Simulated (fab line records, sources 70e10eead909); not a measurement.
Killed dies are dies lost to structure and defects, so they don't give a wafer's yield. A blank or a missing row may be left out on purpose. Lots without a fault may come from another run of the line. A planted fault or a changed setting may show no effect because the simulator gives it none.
fab line records | flow nand_harc
record lots=11 wafers=33 last_day=33
route steps=1302 shown P_ZERO_WELL@19
lots that met no fault: from a run of the same line without faults
start_h: hours from the record's first day to the start of the lot's first wafer shown | wait_h: hours since the lot's step before | " the same as in the row above | L1.1+2: a row that stands for several wafers | - no value, or no start given | * or withheld: withheld | < > ~ a bound
route shown NAME@n: a module of which the file shows steps, and the number in the route of the first | usual: mean/standard deviation of fault-free wafers | same: alike in all rows | chamber/n: place in a boat | sites: the reading at each site | _std_site: their standard deviation | _edge_site: outer sites' mean less inner sites' | radius_mm: how far each site lies from the wafer's centre | mask NAME#n: copy n | behind: the tool/chamber that last shaped the wafer | hold: why the lot was held/for how many hours/how that ended | device: the transistor (n, p or np) that didn't switch | end of line: the same wafers' tests at the end of the route | a step without rows: its recipe alone | killed: dies lost to structure and defects at the first sort, not the wafer's yield | map: a wafer's dies, x killed, . not, _ none there
set.NAME: the setting as run; set.NAME@STEP: as run at that earlier step | model.NAME: the simulator's own value behind a step, which no gauge read
steps of the route over a sample of lots; a table a step, a row a wafer
services: from which hour (start_h, from the record's first day; less than 0 if before it) a tool's chamber was out of use, for how many hours, and why
## steps
# step NHARC_P_ZERO_WELL_ETCH_63
# recipe target_depth_a=1200 time_s=40.1 hbr_flow_sccm=150 cl2_flow_sccm=50 rf_w=400 icp_w=400 bias_w=100 chemistry=HBr/Cl2
# usual drypump_motor_current_A=5.7/0.43 oes_product_au=1.003/0.011 throttle_valve_pct=26.405/0.0086
# columns lot.wafer tool chamber start_h wait_h drypump_motor_current_A oes_product_au rf_hours_counter_h throttle_valve_pct
L763.1 rie_si-02 2 21.66 - 6.2 1.010 0.53 26.409
L763.5 " 1 " " 5.3 0.999 - 26.406
L763.6 " 2 " " 6.2 1.013 - 26.413
L764.1 rie_si-03 0 31.89 - 5.9 1.003 0.96 26.400
L764.6 " 1 " " 5.9 1.005 - 26.407
L764.5 " 2 " " 6.3 0.995 - 26.402
L766.4 rie_si-02 2 51.78 - 6.2 1.020 0.76 26.407
L766.1 " 0 " " 5.5 1.007 0.70 26.399
L766.6 " 3 " " 5.1 1.015 - 26.409
L768.2 rie_si-02 2 71.65 - 6.3 1.017 0.88 26.412
L768.1 " 1 " " 5.2 1.001 0.93 26.403
L768.5 " 3 " " 5.1 1.018 - 26.406
L769.3 rie_si-05 1 81.82 - 5.9 1.006 0.67 26.407
L769.2 " 2 " " 5.7 1.003 0.67 26.409
L769.4 " 0 " " 5.4 1.011 0.80 26.417
L771.4 rie_si-03 1 101.57 - 5.9 0.987 0.22 26.399
L771.5 " 2 " " 6.2 0.980 - 26.414
L771.6 " 3 " " 5.8 1.002 - 26.394
L772.2 rie_si-02 2 111.55 - 6.2 1.000 0.00 26.418
L772.1 " 1 " " 5.3 0.994 0.00 26.385
L772.5 " 2 " " 6.2 1.003 - 26.413
L773.3 rie_si-05 2 121.53 - 5.7 0.994 0.90 26.417
L773.2 " 1 " " 5.8 1.004 0.91 26.421
L773.6 " 3 " " 6.4 0.999 - 26.416
L783.4 rie_si-02 3 221.68 - 5.1 1.012 0.79 26.407
L783.5 " 1 " " 5.3 0.981 - 26.404
L783.6 " 2 " " 6.2 1.019 - 26.386
L784.2 rie_si-02 2 231.83 - 6.2 1.009 0.87 26.406
L784.1 " 3 " " 5.1 1.012 0.90 26.400
L784.4 " 0 " " 5.5 0.988 0.78 26.396
L786.4 rie_si-05 1 251.62 - 5.8 0.992 0.59 26.409
L786.5 " 1 " " 5.8 0.990 - 26.396
L786.6 " 2 " " 5.7 1.004 - 26.394
# step NHARC_P_ZERO_WELL_EXPOSE_34
# recipe na=0.6 target_cd_nm=720 dose_mj=22.31 mask_id=P_PWELL
# usual stage_vel_mm_s=500.04/0.24
# columns lot.wafer tool chamber start_h wait_h mask stage_vel_mm_s
L763.1 krf_scanner-03 0 23.82 - P_PWELL#0 500.20
L763.5 " 0 " " P_PWELL#0 500.10
L763.6 " 0 " " P_PWELL#0 500.28
L764.1 krf_scanner-03 0 34.12 - P_PWELL#0 499.94
L764.5 " 0 " " P_PWELL#0 499.88
L764.6 " 0 " " P_PWELL#0 500.20
L766.1 krf_scanner-04 0 54.18 - P_PWELL#0 500.49
L766.4 " 0 " " P_PWELL#0 500.23
L766.6 " 0 " " P_PWELL#0 500.30
L768.1 krf_scanner-02 0 74.06 - P_PWELL#0 499.90
L768.2 " 0 " " P_PWELL#0 500.18
L768.5 " 0 " " P_PWELL#0 499.79
L769.2 krf_scanner-04 0 84.10 - P_PWELL#0 500.27
L769.3 " 0 " " P_PWELL#0 499.81
L769.4 " 0 " " P_PWELL#0 499.91
L771.4 krf_scanner-03 0 103.85 - P_PWELL#0 499.58
L771.5 " 0 " " P_PWELL#0 499.87
L771.6 " 0 " " P_PWELL#0 499.95
L772.1 krf_scanner-02 0 113.99 - P_PWELL_R1#0 500.10
L772.2 " 0 " " P_PWELL_R1#0 499.81
L772.5 " 0 " " P_PWELL_R1#0 499.76
L773.2 krf_scanner-02 0 123.70 - P_PWELL#0 500.25
L773.3 " 0 " " P_PWELL#0 500.33
L773.6 " 0 " " P_PWELL#0 500.26
L783.4 krf_scanner-02 0 224.07 - P_PWELL#0 499.88
L783.5 " 0 " " P_PWELL#0 500.45
L783.6 " 0 " " P_PWELL#0 500.12
L784.1 krf_scanner-04 0 234.33 - P_PWELL#0 500.30
L784.2 " 0 " " P_PWELL#0 500.15
L784.4 " 0 " " P_PWELL#0 500.56
L786.4 krf_scanner-02 0 254.11 - P_PWELL#0 500.21
L786.5 " 0 " " P_PWELL#0 499.98
L786.6 " 0 " " P_PWELL#0 500.16
# step NHARC_P_ZERO_WELL_CD_MEAS_37
# recipe target_cd_nm=720 landing_energy_ev=500
# usual cd_nm=718.7/1.9
# columns lot.wafer tool chamber start_h wait_h cd_nm
L763.1 cd_sem-01 0 23.97 - 720.0
L763.5 " 0 " " 719.2
L763.6 " 0 " " 718.1
L764.1 cd_sem-01 0 34.28 - 717.1
L764.5 " 0 " " 719.0
L764.6 " 0 " " 717.8
L766.1 cd_sem-02 0 54.34 - 718.7
L766.4 " 0 " " 718.3
L766.6 " 0 " " 719.1
L768.1 cd_sem-03 0 74.21 - 717.2
L768.2 " 0 " " 719.2
L768.5 " 0 " " 721.1
L769.2 cd_sem-01 0 84.25 - 720.0
L769.3 " 0 " " 721.2
L769.4 " 0 " " 722.1
L771.4 cd_sem-01 0 104.00 - 719.1
L771.5 " 0 " " 722.0
L771.6 " 0 " " 719.3
L772.1 cd_sem-01 0 114.15 - 708.0
L772.2 " 0 " " 711.3
L772.5 " 0 " " 711.1
L773.2 cd_sem-02 0 123.85 - 716.1
L773.3 " 0 " " 718.1
L773.6 " 0 " " 718.3
L783.4 cd_sem-03 0 224.22 - 717.9
L783.5 " 0 " " 719.1
L783.6 " 0 " " 719.0
L784.1 cd_sem-01 0 234.49 - 720.4
L784.2 " 0 " " 721.8
L784.4 " 0 " " 719.7
L786.4 cd_sem-03 0 254.26 - 716.8
L786.5 " 0 " " 718.3
L786.6 " 0 " " 717.4
# step NHARC_P_ZERO_WELL_DESCUM_39
# recipe time_s=3 o2_flow_sccm=200 ar_flow_sccm=0 bias_power_w=0 chemistry=O2
# usual drypump_motor_current_A=5.9/0.36 oes_product_au=0.998/0.01 rf_vpp_V=57.7/0.81 showerhead_plenum_p_Torr=1.89/0.08 throttle_valve_pct=11.310/0.0098
# columns lot.wafer tool chamber start_h wait_h drypump_motor_current_A oes_product_au rf_hours_counter_h rf_vpp_V showerhead_plenum_p_Torr throttle_valve_pct
L763.1 rie_diel-03 2 24.17 - 6.7 0.998 17 57.5 1.79 11.298
L763.6 " 3 " " 6.3 1.000 - 58.8 1.91 11.319
L763.5 " 0 " " 6.3 1.008 - 56.9 1.87 11.313
L764.1 rie_diel-02 1 34.45 - 5.8 1.003 44 58.6 2.03 11.305
L764.6 " 0 " " 5.6 0.985 - 57.7 1.94 11.321
L764.5 " 1 " " 5.7 1.005 - 58.6 2.03 11.300
L766.4 rie_diel-02 1 54.50 - 5.7 1.005 1 56.9 2.03 11.307
L766.1 " 3 " " 5.8 0.983 1 57.3 1.77 11.315
L766.6 " 1 " " 5.7 0.989 - 58.6 2.03 11.320
L768.1 rie_diel-03 0 74.39 - 6.3 0.998 47 58.0 1.86 11.319
L768.2 " 1 " " 6.0 0.983 51 57.7 1.84 11.301
L768.5 " 3 " " 6.3 0.994 - 60.0 1.90 11.307
L769.3 rie_diel-02 2 84.41 - 5.5 0.990 13 58.2 1.88 11.318
L769.2 " 0 " " 5.6 0.990 7 57.5 1.94 11.311
L769.4 " 1 " " 5.8 0.989 11 57.6 2.03 11.317
L771.4 rie_diel-02 1 104.15 - 5.7 0.992 14 59.1 2.03 11.311
L771.6 " 1 " " 5.7 0.987 - 59.0 2.03 11.303
L771.5 " 2 " " 5.5 0.987 - 57.2 1.88 11.321
L772.2 rie_diel-03 1 114.34 - 6.0 0.993 0 58.2 1.84 11.307
L772.1 " 2 " " 6.7 1.007 0 56.1 1.78 11.304
L772.5 " 3 " " 6.3 1.011 - 58.1 1.90 11.305
L773.2 rie_diel-11 2 124.01 - 5.7 1.005 15 57.6 1.81 11.310
L773.3 " 1 " " 5.5 1.010 14 57.7 1.92 11.321
L773.6 " 2 " " 5.7 1.027 - 57.3 1.81 11.323
L783.4 rie_diel-03 1 224.40 - 6.0 0.982 31 58.6 1.83 11.310
L783.6 " 3 " " 6.3 0.999 - 56.7 1.89 11.303
L783.5 " 0 " " 6.4 1.000 - 57.6 1.85 11.320
L784.4 rie_diel-02 0 234.73 - 5.6 0.980 2 58.1 1.93 11.318
L784.1 " 1 " " 5.8 1.005 2 58.0 2.02 11.307
L784.2 " 2 " " 5.5 0.991 2 58.0 1.87 11.322
L786.4 rie_diel-03 0 254.43 - 6.3 1.004 44 57.1 1.84 11.293
L786.6 " 2 " " 6.7 1.000 - 56.9 1.77 11.323
L786.5 " 3 " " 6.3 1.000 - 57.6 1.88 11.321
# step NHARC_P_ZERO_WELL_RTA_42
# recipe temp_c=1100 time_s=300
# usual lamp_power_pct=34.7/1.1 lamp_zone_3_pct=34.7/1.1 lamp_zone_7_pct=35.1/1.1 wafer_temp_C_max=1104.7/1.2
# columns lot.wafer tool chamber start_h wait_h lamp_power_pct lamp_zone_3_pct lamp_zone_7_pct wafer_temp_C_max
L763.1 rtp_anneal-02 0 26.62 - 33.9 33.9 34.1 1103.4
L763.5 " 0 " " 33.9 33.9 34.2 1103.3
L763.6 " 0 " " 33.8 33.8 34.3 1102.7
L764.1 rtp_anneal-01 0 36.95 - 36.0 36.0 36.3 1104.4
L764.5 " 0 " " 36.0 36.1 36.4 1106.1
L764.6 " 0 " " 36.0 36.0 36.3 1106.4
L766.1 rtp_anneal-01 0 57.09 - 36.0 36.0 36.3 1103.7
L766.4 " 0 " " 36.0 36.1 36.3 1104.7
L766.6 " 0 " " 36.0 35.9 36.4 1106.4
L768.1 rtp_anneal-01 0 77.01 - 36.0 35.9 36.3 1105.0
L768.2 " 0 " " 35.9 36.0 36.3 1105.2
L768.5 " 0 " " 36.0 36.0 36.3 1105.6
L769.2 rtp_anneal-02 0 87.13 - 33.9 33.8 34.2 1104.4
L769.3 " 0 " " 33.9 33.8 34.2 1103.6
L769.4 " 0 " " 33.8 33.9 34.2 1103.1
L771.4 rtp_anneal-02 0 107.10 - 33.7 33.8 34.1 1102.7
L771.5 " 0 " " 33.8 33.8 34.1 1102.8
L771.6 " 0 " " 33.8 33.8 34.1 1102.5
L772.1 rtp_anneal-02 0 116.93 - 33.9 33.9 34.2 1104.1
L772.2 " 0 " " 33.9 33.9 34.1 1103.8
L772.5 " 0 " " 33.8 33.8 34.1 1104.2
L773.2 rtp_anneal-02 0 126.79 - 33.9 33.9 34.2 1104.3
L773.3 " 0 " " 33.8 33.9 34.1 1104.3
L773.6 " 0 " " 33.8 33.8 34.2 1103.7
L783.4 rtp_anneal-01 0 227.40 - 36.0 36.0 36.3 1105.5
L783.5 " 0 " " 36.0 36.0 36.4 1105.8
L783.6 " 0 " " 36.1 36.0 36.3 1106.5
L784.1 rtp_anneal-01 0 237.34 - 36.1 36.0 36.4 1105.8
L784.2 " 0 " " 36.0 36.1 36.3 1104.9
L784.4 " 0 " " 36.0 36.0 36.4 1105.9
L786.4 rtp_anneal-01 0 257.38 - 35.9 35.9 36.2 1105.8
L786.5 " 0 " " 35.9 35.9 36.2 1106.8
L786.6 " 0 " " 35.9 36.0 36.3 1104.4
## services
# columns tool chamber start_h hours kind
rie_si-02 - 8.23 0.4 repair
krf_scanner-04 - 10.00 4.0 pm
rtp_anneal-02 - 12.00 12.0 pm
rie_diel-03 0 17.75 4.5 repair
rie_diel-02 1 22.57 4.8 repair
rie_diel-02 - 39.79 9.0 pm
krf_scanner-03 - 52.03 4.0 pm
rie_diel-02 0 55.75 12.8 repair
rie_diel-02 3 57.25 4.5 repair
rie_diel-03 2 66.60 8.6 repair
krf_scanner-04 - 78.64 0.4 repair
rie_diel-02 - 89.91 1.7 repair
rie_si-02 - 100.00 9.0 pm
rie_diel-03 - 104.40 9.0 pm
krf_scanner-03 - 127.58 0.2 repair
rie_si-05 - 128.00 9.0 pm
krf_scanner-02 - 141.23 4.0 pm
rie_diel-02 3 176.62 17.7 repair
krf_scanner-04 - 182.00 4.0 pm
krf_scanner-04 - 188.40 11.4 repair
rie_diel-03 - 192.95 0.2 repair
krf_scanner-03 - 196.19 1.0 repair
rie_diel-03 0 196.89 5.7 repair
rie_diel-02 - 216.88 9.0 pm
## key
first_sign step=NHARC_P_ZERO_WELL_EXPOSE_34 reading=mask direction=changed
effect step=NHARC_P_ZERO_WELL_CD_MEAS_37 reading=cd_nm direction=down sigmas=4.5 usual=718.7 struck=710.1
met_at NHARC_P_ZERO_WELL_EXPOSE_34
struck_lots L772
tester_left_out L772
not_acting_at NHARC_P_ZERO_WELL_ETCH_63,NHARC_P_ZERO_WELL_DESCUM_39,NHARC_P_ZERO_WELL_RTA_42
onset_between 74.06 113.99
fault kind=wrong_mask tool=any chamber=- onset_h=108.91 steps=NHARC_P_ZERO_WELL_EXPOSE_34 aux_copy=P_PWELL_R1#0 cd_offset_nm=-7.7217 scope=struck_lots_only
# tester_left_out: of these lots the tester's yield and bins aren't shown, on N5 and GAA mostly nor the transistor test; their killed dies are dies lost to structure and defects alone, not to doping, threshold or leakage, so they don't give the yield
